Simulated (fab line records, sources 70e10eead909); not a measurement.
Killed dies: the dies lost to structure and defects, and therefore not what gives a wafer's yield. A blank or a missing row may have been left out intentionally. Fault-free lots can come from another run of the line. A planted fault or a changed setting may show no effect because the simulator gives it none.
fab line records | flow nandHarc
record lots=14 wafers=42 lastDay=33
route steps=1302 shown A_M0@1160 A_M1@1179 END@1302
lots with no fault: from the same line, run without faults
startH: the number of hours between the record's first day and the start of the first shown wafer of the lot | waitH: how many hours have passed since the lot's step before this one | " the same as in the row above | L1.1+2: several wafers, shown together as one row | - no value present, or no start provided | * or withheld: withheld | < > ~ a bound
route shown NAME@n: NAME is a module with steps in the file, n the number in the route of the first one | usual: the fault-free wafers' mean and standard deviation | same: alike in all rows | chamber/n: place in a boat | sites: each site's reading | _std_site: how widely they spread, as a standard deviation | _edge_site: the outer-site mean with the inner-site mean subtracted | radiusMm: how far each site lies from the wafer's centre | mask NAME#n: copy n | behind: the last tool/chamber to shape the wafer | hold: what put the lot on hold/how long, in hours/how the hold closed | device: names the non-switching transistor (n, p or np) | end of line: at the end of the route, the tests of the same wafers | where a step has no rows: the recipe by itself | killed: dies that structure and defects cost at the first sort, which is not the same as the wafer's yield | map: the dies of a wafer, with x for killed, . for not killed, _ for no die there
set.NAME: the setting as run; set.NAME@STEP: as run at that earlier step | model.NAME: the simulator's own value behind a step, which no gauge read
a sample of lots followed through the steps of the route, with each step as a table and each wafer as a row
services: when a tool's chamber went out of use (startH, in hours from the record's first day, below 0 if earlier), for how many hours, and the reason
## steps
# step NHARC_A_M0_ECD_22
# recipe targetThkA=4000 bathTempC=25 material=Cu
# columns lot.wafer tool chamber startH waitH
L467.4+6+5 ecdCu-02 1,0,1 534.42 -
L465.1+3+6 ecdCu-02 1,1,0 535.91 -
L468.1+5+6 ecdCu-01 0,1,0 551.96 -
L470.1+3+5 ecdCu-01 0,0,1 572.78 -
L473.1+4+5 ecdCu-01 1,0,0 597.12 -
L474.2+3+6 ecdCu-02 0 607.03 -
L475.1+6+5 ecdCu-02 0,0,1 632.76 -
L477.1+3+5 ecdCu-01 1,0,1 647.17 -
L478.1+5+6 ecdCu-01 0,0,1 651.38 -
L482.1+4+5 ecdCu-02 0 698.24 -
L485.2+3+5 ecdCu-01 1,1,0 724.41 -
L487.2+3+5 ecdCu-02 0,0,1 741.62 -
L486.4+3+5 ecdCu-01 1,0,0 742.57 -
L488.2+3+5 ecdCu-01 1,0,1 760.21 -
# step NHARC_A_M0_CMP_23
# recipe tOverpolishS=20 targetThkNm=113.75
# usual motorCurrentA=11.8/1 timeToEndpointS=29/3.3
# columns lot.wafer tool chamber startH waitH motorCurrentA timeToEndpointS
L467.4 cmp-04 0 534.99 - 13.8 36
L467.5 " 0 " " 14.1 35
L467.6 " 1 " " 10.6 29
L465.3 cmp-01 3 536.65 - 11.8 25
L465.1 " 0 " " 12.1 28
L465.6 " 2 " " 10.3 28
L468.1 cmp-01 2 552.69 - 10.5 25
L468.6 " 0 " " 12.8 26
L468.5 " 1 " " 10.9 30
L470.3 cmp-01 0 573.47 - 11.9 26
L470.1 " 1 " " 11.3 31
L470.5 " 0 " " 12.3 27
L473.4 cmp-04 3 597.88 - 12.4 26
L473.1 " 0 " " 14.3 35
L473.5 " 3 " " 13.9 26
L474.2 cmp-01 2 607.76 - 10.3 28
L474.3 " 1 " " 10.6 31
L474.6 " 3 " " 11.6 27
L475.1 cmp-01 1 633.48 - 11.0 33
L475.6 " 1 " " 10.8 29
L475.5 " 2 " " 10.7 27
L477.3 cmp-03 3 647.90 - 11.8 11
L477.1 " 0 " " 11.8 35
L477.5 " 0 " " 11.9 34
L478.1 cmp-01 2 652.18 - 10.9 28
L478.6 " 3 " " 11.9 6
L478.5 " 0 " " 12.7 29
L482.1 cmp-04 3 698.91 - 13.3 26
L482.4 " 0 " " 13.2 35
L482.5 " 3 " " 13.8 25
L485.3 cmp-01 2 725.13 - 10.8 32
L485.2 " 3 " " 11.7 29
L485.5 " 3 " " 11.9 31
L487.3 cmp-04 2 742.29 - 11.4 30
L487.2 " 1 " " 11.4 27
L487.5 " 3 " " 13.9 28
L486.3 cmp-01 2 743.19 - 10.2 33
L486.4 " 1 " " 10.5 37
L486.5 " 3 " " 11.5 32
L488.2 cmp-04 3 760.91 - 13.4 31
L488.3 " 1 " " 10.8 30
L488.5 " 3 " " 13.5 30
# step NHARC_A_M0_INSPECT_27
# usual rawDefectCount=526/130
# columns lot.wafer tool chamber startH waitH rawDefectCount
L467.4 defectInspect-02 - 535.46 0.0 502
L467.5 " - " " 639
L467.6 " - " " 581
L465.1 defectInspect-01 - 537.07 0.0 789
L465.3 " - " " 629
L465.6 " - " " 819
L468.1 defectInspect-01 - 553.11 0.0 333
L468.5 " - " " 548
L468.6 " - " " 502
L470.1 defectInspect-02 - 573.92 0.0 428
L470.3 " - " " 428
L470.5 " - " " 607
L473.1 defectInspect-02 - 598.32 0.0 496
L473.4 " - " " 418
L473.5 " - " " 628
L474.2 defectInspect-02 - 608.23 0.0 758
L474.3 " - " " 450
L474.6 " - " " 547
L475.1 defectInspect-02 - 633.95 0.0 463
L475.5 " - " " 476
L475.6 " - " " 508
L477.1 defectInspect-02 - 648.37 0.0 420
L477.3 " - " " 430
L477.5 " - " " 336
L478.1 defectInspect-02 - 652.57 0.0 511
L478.5 " - " " 496
L478.6 " - " " 448
L482.1 defectInspect-01 - 699.38 0.0 537
L482.4 " - " " 489
L482.5 " - " " 498
L485.2 defectInspect-01 - 725.60 0.0 562
L485.3 " - " " 729
L485.5 " - " " 945
L487.2 defectInspect-01 - 742.76 0.0 494
L487.3 " - " " 540
L487.5 " - " " 691
L486.3 defectInspect-02 - 743.66 0.0 512
L486.4 " - " " 415
L486.5 " - " " 434
L488.2 defectInspect-01 - 761.36 0.0 529
L488.3 " - " " 483
L488.5 " - " " 657
# step NHARC_A_M0_DEP_32
# recipe targetThkA=300 tempC=370 targetThkNm=30 pressureTorr=3 flowSccm=200 rfW=450 material=SiCN
# usual heaterPowerW=593/74
# columns lot.wafer tool chamber startH waitH heaterPowerW
L467.6 pecvd-03 2 535.74 0.2 632
L467.5 " 0 " " 544
L467.4 " 1 " " 654
L465.3 pecvd-03 0 537.21 0.1 519
L465.1 " 2 " " 651
L465.6 " 0 " " 531
L468.1 pecvd-04 0 553.25 0.1 549
L468.6 " 0 " " 551
L468.5 " 2 " " 576
L470.1 pecvd-04 1 574.07 0.1 514
L470.3 " 0 " " 517
L470.5 " 2 " " 547
L473.1 pecvd-01 2 598.47 0.1 746
L473.5 " 2 " " 745
L473.4 " 0 " " 568
L474.3 pecvd-03 0 608.42 0.1 628
L474.2 " 1 " " 630
L474.6 " 2 " " 522
L475.1 pecvd-01 2 634.18 0.1 755
L475.5 " 1 " " 574
L475.6 " 2 " " 770
L477.3 pecvd-04 2 648.51 0.1 679
L477.1 " 0 " " 531
L477.5 " 1 " " 495
L478.1 pecvd-01 2 652.76 0.1 702
L478.5 " 1 " " 567
L478.6 " 2 " " 724
L482.1 pecvd-01 2 699.61 0.1 724
L482.5 " 0 " " 623
L482.4 " 1 " " 490
L485.3 pecvd-03 2 725.74 0.1 613
L485.2 " 1 " " 645
L485.5 " 0 " " 641
L487.2 pecvd-01 0 742.91 0.1 581
L487.3 " 1 " " 454
L487.5 " 0 " " 582
L486.3 pecvd-04 2 743.90 0.1 653
L486.4 " 1 " " 537
L486.5 " 2 " " 683
L488.2 pecvd-03 1 761.51 0.1 595
L488.3 " 2 " " 528
L488.5 " 0 " " 652
# step NHARC_A_M1_CD_MEAS_09
# recipe targetCdNm=120 landingEnergyEv=500
# usual cdNm=119.9/0.69
# same landingEnergyEv=500
# columns lot.wafer tool chamber startH waitH cdNm
L467.4 cdSem-03 0 536.86 - 120.4
L467.5 " 0 " " 120.6
L467.6 " 0 " " 119.5
L465.1 cdSem-02 0 538.32 - 119.2
L465.3 " 0 " " 119.7
L465.6 " 0 " " 118.8
L468.1 cdSem-03 0 554.50 - 121.6
L468.5 " 0 " " 120.0
L468.6 " 0 " " 120.9
L470.1 cdSem-03 0 575.32 - 119.8
L470.3 " 0 " " 119.4
L470.5 " 0 " " 120.0
L473.1 cdSem-03 0 599.73 - 119.5
L473.4 " 0 " " 119.2
L473.5 " 0 " " 119.4
L474.2 cdSem-01 0 609.62 - 120.9
L474.3 " 0 " " 121.1
L474.6 " 0 " " 119.3
L475.1 cdSem-02 0 635.34 - 119.7
L475.5 " 0 " " 118.9
L475.6 " 0 " " 119.1
L477.1 cdSem-02 0 649.76 - 119.2
L477.3 " 0 " " 118.0
L477.5 " 0 " " 120.4
L478.1 cdSem-01 0 653.98 - 121.0
L478.5 " 0 " " 120.8
L478.6 " 0 " " 119.6
L482.1 cdSem-02 0 700.77 - 118.8
L482.4 " 0 " " 120.1
L482.5 " 0 " " 119.7
L485.2 cdSem-02 0 726.98 - 120.3
L485.3 " 0 " " 119.2
L485.5 " 0 " " 119.1
L487.2 cdSem-03 0 744.16 - 119.6
L487.3 " 0 " " 119.3
L487.5 " 0 " " 119.8
L486.3 cdSem-02 0 745.06 - 119.6
L486.4 " 0 " " 120.2
L486.5 " 0 " " 119.0
L488.2 cdSem-03 0 762.62 - 119.8
L488.3 " 0 " " 119.8
L488.5 " 0 " " 119.5
# step NHARC_END_SORT_01
# recipe tempC=25
# usual defectLimitedYield=90/3.1 killedAtArray=59/20 killedAtOther=0.8/1.1 killedAtPeriphery=5/3.1 killedDies=64/21 killedOpen=3.4/1.9 killedShort=2.3/1.7
# same grossDies=677
# columns lot.wafer tool chamber startH waitH defectLimitedYield[%] killedAtArray killedAtOther killedAtPeriphery killedDies killedOpen killedShort
L468.1 prober-02 0 587.54 2.5 90 63 0 2 65 1 2
L468.5 prober-02 0 590.76 3.7 89 71 1 4 76 1 3
L468.6 prober-02 0 591.57 4.0 90 60 2 4 66 4 1
L474.2 prober-02 0 646.36 2.8 92 53 0 3 56 2 2
L474.3 prober-02 0 647.16 3.1 90 62 0 3 65 2 1
L474.6 prober-02 0 649.56 4.0 91 54 0 4 58 3 2
L478.6 prober-01 0 693.55 4.0 87 81 0 9 90 3 3
L485.2 prober-01 0 762.26 2.8 92 48 4 4 56 5 4
L485.3 prober-01 0 763.06 3.1 90 64 1 5 70 6 3
L485.5 prober-01 0 764.67 3.7 92 48 4 2 54 2 3
# killed by level:class
L468.1 A_CHANNEL_HOLE_D2:chamberFilmFlake=34 A_SLIT:chamberFilmFlake=18 A_CONTACT:chamberFilmFlake=5 A_STAIRCASE:chamberFilmFlake=3 P_M0:geometricParticle:short=1 A_CHANNEL_FILL_D2:geometricParticle:short=1 A_WL_FILL:geometricParticle:open=1 P_GATE:chamberFilmFlake=1
L468.5 A_CHANNEL_HOLE_D2:chamberFilmFlake=28 A_SLIT:chamberFilmFlake=27 A_CONTACT:chamberFilmFlake=6 A_STAIRCASE:chamberFilmFlake=4 P_GATE:chamberFilmFlake=3 A_CHANNEL_HOLE_D1:chamberFilmFlake=3 P_STI:geometricParticle:short=1 A_CHANNEL_HOLE_D2:geometricParticle:open=1
L468.6 A_CHANNEL_HOLE_D2:chamberFilmFlake=27 A_SLIT:chamberFilmFlake=24 P_GATE:chamberFilmFlake=2 A_CHANNEL_HOLE_D1:chamberFilmFlake=2 A_CONTACT:chamberFilmFlake=2 THIN_TSV:chamberFilmFlake=2 P_M0:geometricParticle:open=1 A_DECK1_JOINT:geometricParticle:open=1
L474.2 A_SLIT:chamberFilmFlake=25 A_CHANNEL_HOLE_D2:chamberFilmFlake=9 A_CONTACT:chamberFilmFlake=6 A_M1:chamberFilmFlake=6 A_CHANNEL_HOLE_D1:chamberFilmFlake=4 P_STI:chamberFilmFlake=2 P_STI:geometricParticle:short=1 A_DECK1_JOINT:geometricParticle:short=1
L474.3 A_SLIT:chamberFilmFlake=33 A_CHANNEL_HOLE_D2:chamberFilmFlake=13 A_CHANNEL_HOLE_D1:chamberFilmFlake=4 P_STI:chamberFilmFlake=2 A_ZERO_WELL:chamberFilmFlake=2 A_STAIRCASE:chamberFilmFlake=2 A_CONTACT:chamberFilmFlake=2 A_M1:chamberFilmFlake=2
L474.6 A_SLIT:chamberFilmFlake=22 A_CHANNEL_HOLE_D2:chamberFilmFlake=13 P_ZERO_WELL:chamberFilmFlake=3 A_ZERO_WELL:chamberFilmFlake=3 A_CHANNEL_HOLE_D1:chamberFilmFlake=3 A_STAIRCASE:chamberFilmFlake=3 A_CONTACT:chamberFilmFlake=2 A_M1:chamberFilmFlake=2
L478.6 A_SLIT:chamberFilmFlake=39 A_CHANNEL_HOLE_D2:chamberFilmFlake=13 A_M0:areaEcd=9 A_CHANNEL_HOLE_D1:chamberFilmFlake=6 P_CONTACT:chamberFilmFlake=4 A_SGD_CUT:chamberFilmFlake=3 P_BONDPAD:chamberFilmFlake=2 P_GATE:chamberFilmFlake=2
L485.2 A_SLIT:chamberFilmFlake=17 A_CHANNEL_HOLE_D1:chamberFilmFlake=10 A_CONTACT:chamberFilmFlake=7 THIN_TSV:chamberFilmFlake=4 A_ONON_D1:geometricParticle:open=2 A_DECK1_JOINT:geometricParticle:short=2 P_GATE:chamberFilmFlake=2 A_STAIRCASE:chamberFilmFlake=2
L485.3 A_SLIT:chamberFilmFlake=32 A_CHANNEL_HOLE_D1:chamberFilmFlake=13 A_CONTACT:chamberFilmFlake=10 P_M0:geometricParticle:short=2 A_ONON_D1:geometricParticle:open=2 A_DECK1_JOINT:chamberFilmFlake=2 P_GATE:geometricParticle:open=1 P_M2:geometricParticle:open=1
L485.5 A_SLIT:chamberFilmFlake=18 A_CHANNEL_HOLE_D1:chamberFilmFlake=16 A_CONTACT:chamberFilmFlake=5 THIN_TSV:chamberFilmFlake=4 A_ONON_D2:geometricParticle:short=2 A_CHANNEL_HOLE_D2:chamberFilmFlake=2 A_STAIRCASE:chamberFilmFlake=2 A_DECK1_JOINT:geometricParticle:open=1
## services
# columns tool chamber startH hours kind
ecdCu-01 - 512.00 8.0 pm
pecvd-01 - 516.97 3.1 repair
pecvd-03 - 547.00 13.0 pm
cmp-04 - 556.49 1.2 repair
cmp-01 - 577.77 4.0 pm
ecdCu-02 - 596.06 8.0 pm
cmp-01 - 600.88 1.4 repair
cmp-04 - 601.62 4.0 pm
pecvd-03 - 611.32 0.8 repair
cmp-04 - 617.58 3.8 repair
cmp-04 - 639.33 1.4 repair
cmp-01 - 644.80 0.2 repair
pecvd-03 - 648.83 1.2 repair
pecvd-01 2 659.78 8.1 repair
ecdCu-02 - 670.26 2.3 repair
pecvd-01 - 673.25 13.0 pm
cmp-01 - 675.77 4.0 pm
ecdCu-01 - 688.00 8.0 pm
cmp-04 - 690.57 0.5 repair
pecvd-03 - 691.17 1.2 repair
cmp-04 - 699.73 4.0 pm
pecvd-01 - 718.17 17.1 repair
cmp-01 - 730.02 1.1 repair
ecdCu-01 - 732.48 3.0 repair
## key
firstSign step=NHARC_A_M0_CMP_23 reading=timeToEndpointS direction=down sigmas=6.2 usual=* struck=*
effect none on later readings
metAt NHARC_A_M0_ECD_22
struckLots L477,L478
struckWafers L477.3,L478.6
sortLeftOut L477.3
notActingAt NHARC_A_M0_INSPECT_27,NHARC_A_M0_DEP_32,NHARC_A_M1_CD_MEAS_09
onsetBetween 597.12 647.17
fault kind=processParameterDrift tool=ecdCu-01 chamber=- onsetH=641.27 steps=NHARC_A_M0_ECD_22 channel=targetThkA offset=* shape=step endH=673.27 scope=struckWafersOnly actsIn=* stated=*
# sortLeftOut: the simulated sort isn't trusted on such a fault, so these wafers' sort isn't shown, and their yield isn't known
